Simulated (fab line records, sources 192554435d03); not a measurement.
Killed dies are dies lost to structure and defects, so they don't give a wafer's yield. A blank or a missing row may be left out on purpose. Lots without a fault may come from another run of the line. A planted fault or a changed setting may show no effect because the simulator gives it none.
Which tool did it? | flow n5_finfet | 11 lots, 31 wafers sampled, at 5 steps of a route of 1938

WHAT THE GAUGES READ, wafer by wafer
The record holds no reading of a measuring or inspecting step that can be judged against a usual standard deviation.

WHICH TOOL RAN EACH LOT (tool, then ch and the chambers of the sampled wafers, then the start)
lot  | N5_BEOL_M6_STRIP_36                | N5_BEOL_M6_ALD_77                   | N5_BEOL_M6_SURFACE_TREAT_79  | N5_BEOL_M6_ANNEAL_51             | N5_PASSIVATION_PROBE_49
L863 | rie_diel-02 ch 0,1,3, day 11 05:13 | ald_metal-02 ch 1,2,3, day 11 06:08 | pvd_sputter-02, day 11 06:40 | rtp_anneal-02 ch 0, day 11 08:31 | -
L866 | rie_diel-06 ch 0,1, day 11 08:16   | ald_metal-01 ch 1,2,3, day 11 09:23 | pvd_sputter-03, day 11 11:06 | rtp_anneal-02 ch 0, day 11 11:56 | -
L875 | rie_diel-06 ch 1,3, day 13 11:17   | ald_metal-04 ch 3, day 13 12:28     | pvd_sputter-01, day 13 12:54 | rtp_anneal-01 ch 0, day 13 13:25 | prober-02, day 16 21:38
L873 | rie_diel-06 ch 0,3, day 13 13:50   | ald_metal-04 ch 2,3, day 13 16:23   | pvd_sputter-02, day 13 16:37 | rtp_anneal-02 ch 0, day 13 17:11 | prober-02, day 17 06:23
L874 | rie_diel-06 ch 0,1,3, day 13 15:44 | ald_metal-04 ch 0,1,2, day 13 16:37 | pvd_sputter-01, day 13 16:59 | rtp_anneal-02 ch 0, day 13 17:32 | prober-01, day 17 12:52
L879 | rie_diel-06 ch 0,1,2, day 14 23:11 | ald_metal-01 ch 0,2,3, day 15 00:06 | pvd_sputter-03, day 15 00:24 | rtp_anneal-01 ch 0, day 15 01:07 | prober-01, day 18 14:04
L883 | rie_diel-03 ch 1,2, day 15 01:01   | ald_metal-02 ch 0,1,3, day 15 02:08 | pvd_sputter-03, day 15 02:36 | rtp_anneal-02 ch 0, day 15 03:22 | -
L881 | rie_diel-06 ch 0,2,3, day 15 05:43 | ald_metal-02 ch 0,1,3, day 15 07:06 | pvd_sputter-01, day 15 07:33 | rtp_anneal-01 ch 0, day 15 08:18 | prober-02, day 18 17:46
L882 | rie_diel-06 ch 0,2, day 15 08:46   | ald_metal-02 ch 0,1, day 15 10:25   | pvd_sputter-03, day 15 10:42 | rtp_anneal-01 ch 0, day 15 11:19 | -
L885 | rie_diel-02 ch 0,1,2, day 16 11:41 | ald_metal-02 ch 0,1,2, day 16 12:53 | pvd_sputter-02, day 16 13:11 | rtp_anneal-01 ch 0, day 16 14:16 | -
L886 | rie_diel-06 ch 2,3, day 17 14:25   | ald_metal-02 ch 0,1,3, day 17 15:16 | pvd_sputter-03, day 17 15:34 | rtp_anneal-01 ch 0, day 17 16:37 | -
- N5_BEOL_M6_STRIP_36: strips in N2/H2.
- N5_BEOL_M6_ALD_77: deposits TaN, target thk 2 nm, pulse time 2 s, purge time 3 s.
- N5_BEOL_M6_SURFACE_TREAT_79
- N5_BEOL_M6_ANNEAL_51: time 90 s.
- N5_PASSIVATION_PROBE_49

WHAT THE TOOLS THEMSELVES READ (means of the sampled wafers that have a number; where no wafer has one, the mark that the record gives instead)
N5_BEOL_M6_STRIP_36. Usual: drypump_motor_current_A 5.8 A, standard deviation 0.52; n2_flow_sccm 200.0 sccm, standard deviation 0.59; oes_product_au 0.79 a.u., standard deviation 0.11; rf_vpp_V 59.3 V, standard deviation 1.4; showerhead_plenum_p_Torr 2.56 Torr, standard deviation 0.09; throttle_valve_pct 23.6 %, standard deviation 0.38.
lot  | tool        | drypump_motor_current_A (A) | n2_flow_sccm (sccm) | oes_product_au (a.u.) | rf_vpp_V (V) | showerhead_plenum_p_Torr (Torr) | throttle_valve_pct (%) | flag
L863 | rie_diel-02 | 6.0                         | 199.9               | 0.76                  | 59.2         | 2.54                            | 23.5                   |
L866 | rie_diel-06 | 5.4                         | 200.1               | 0.69                  | 57.8         | 2.61                            | 23.6                   |
L875 | rie_diel-06 | 6.0                         | 199.4               | 0.80                  | 59.7         | 2.60                            | 23.4                   |
L873 | rie_diel-06 | 6.4                         | 199.8               | 0.83                  | 58.7         | 2.60                            | 23.6                   |
L874 | rie_diel-06 | 6.0                         | 200.4               | 0.77                  | 59.0         | 2.60                            | 23.6                   |
L879 | rie_diel-06 | 5.8                         | 199.7               | 0.77                  | 60.2         | 2.61                            | 23.7                   |
L883 | rie_diel-03 | 5.7                         | 200.0               | 0.70                  | 58.5         | 2.47                            | 23.9                   |
L881 | rie_diel-06 | 6.3                         | 200.2               | 0.85                  | 59.7         | 2.60                            | 23.7                   |
L882 | rie_diel-06 | 6.0                         | 200.1               | 0.77                  | 60.7         | 2.60                            | 23.9                   |
L885 | rie_diel-02 | 5.6                         | 200.6               | 0.86                  | 60.3         | 2.54                            | 23.5                   |
L886 | rie_diel-06 | 6.4                         | 200.0               | 0.87                  | 58.1         | 2.59                            | 23.8                   |

N5_BEOL_M6_ALD_77. Usual: chamber_pressure_Torr 2.999 Torr, standard deviation 0.0061; heater_power_outer_w 229 W, standard deviation 25; heater_power_w 421 W, standard deviation 46.
lot  | tool         | chamber_pressure_Torr (Torr) | heater_power_outer_w (W) | heater_power_w (W) | flag
L863 | ald_metal-02 | 2.991                        | 228                      | 397                |
L866 | ald_metal-01 | 3.008                        | 214                      | 397                |
L875 | ald_metal-04 | 2.994                        | 230                      | 424                |
L873 | ald_metal-04 | 2.997                        | 216                      | 404                |
L874 | ald_metal-04 | 2.999                        | 219                      | 411                |
L879 | ald_metal-01 | 2.995                        | 221                      | 411                |
L883 | ald_metal-02 | 2.999                        | 242                      | 440                |
L881 | ald_metal-02 | 3.001                        | 242                      | 442                |
L882 | ald_metal-02 | 3.005                        | 233                      | 428                |
L885 | ald_metal-02 | 3.002                        | 238                      | 431                |
L886 | ald_metal-02 | 3.001                        | 244                      | 438                |

N5_BEOL_M6_ANNEAL_51. Usual: wafer_temp_C_max 225.81, standard deviation 0.25.
lot  | tool          | wafer_temp_C_max | flag
L863 | rtp_anneal-02 | 225.80           |
L866 | rtp_anneal-02 | 226.03           |
L875 | rtp_anneal-01 | 225.94           |
L873 | rtp_anneal-02 | 225.74           |
L874 | rtp_anneal-02 | 225.69           |
L879 | rtp_anneal-01 | 225.77           |
L883 | rtp_anneal-02 | 225.64           |
L881 | rtp_anneal-01 | 226.31           |
L882 | rtp_anneal-01 | 225.63           |
L885 | rtp_anneal-01 | 225.99           |
L886 | rtp_anneal-01 | 225.31           |

N5_PASSIVATION_PROBE_49. Usual: defect_limited_yield 91.4 %, standard deviation 1.2; killed_at_M0_to_M3 35, standard deviation 11; killed_at_M4_up 14, standard deviation 6; killed_at_contacts 12, standard deviation 6.7; killed_at_front_end 37, standard deviation 9.7; killed_at_other 3.5, standard deviation 2.5; killed_dies 102, standard deviation 15; killed_open 67, standard deviation 12; killed_short 33, standard deviation 7.3; sort_bin_5_function 5.1 %, standard deviation 0.81; sort_bin_6_memory 3.2 %, standard deviation 0.65; sort_bin_8_speed 0.00 %, standard deviation 0.021; sort_n_pass 1078, standard deviation 15; sort_yield_pct 91.4 %, standard deviation 1.2.
lot  | tool      | defect_limited_yield (%) | killed_at_M0_to_M3 | killed_at_M4_up | killed_at_contacts | killed_at_front_end | killed_at_other | killed_dies | killed_open | killed_short | sort_bin_5_function (%) | sort_bin_6_memory (%) | sort_bin_8_speed (%) | sort_n_pass | sort_yield_pct (%) | flag
L875 | prober-02 | 90.3                     | 40                 | 28              | 12                 | 24                  | 9.5             | 114         | 84          | 28           | 5.7                     | 3.5                   | 0.00                 | 1066        | 90.3               |
L873 | prober-02 | 91.0                     | 29                 | 14              | 18                 | 43                  | 2.0             | 106         | 73          | 33           | 5.3                     | 3.3                   | 0.00                 | 1074        | 91.0               |
L874 | prober-01 | 90.3                     | 41                 | 18              | 14                 | 38                  | 4.7             | 115         | 75          | 39           | 5.5                     | 3.8                   | 0.00                 | 1065        | 90.3               |
L879 | prober-01 | 89.1                     | 52                 | 17              | 19                 | 30                  | 11.0            | 129         | 91          | 37           | 7.1                     | 3.5                   | 0.00                 | 1051        | 89.1               |
L881 | prober-02 | 90.0                     | 52                 | 9               | 12                 | 41                  | 4.0             | 118         | 76          | 42           | 5.7                     | 4.0                   | 0.00                 | 1062        | 90.0               |

THE ANSWER, worked out from the rows above alone
Rule: a lot is off if the mean of its wafers that have a number lies more than 3 standard deviations from the usual mean. A lot without any number at a reading at which 4 lots or more have one is off too. The other lots that the step has rows for count as sound. The gauges are gone through in route order, then the tools' own readings, and for those a lot's mean is taken as printed above. The first step at which some lot is off is used, and at that step the reading that is off furthest; a lot without a number counts as furthest.
No lot is off at any reading shown: from this, nothing can be told.

WHAT THE SIMULATOR HAD PUT IN
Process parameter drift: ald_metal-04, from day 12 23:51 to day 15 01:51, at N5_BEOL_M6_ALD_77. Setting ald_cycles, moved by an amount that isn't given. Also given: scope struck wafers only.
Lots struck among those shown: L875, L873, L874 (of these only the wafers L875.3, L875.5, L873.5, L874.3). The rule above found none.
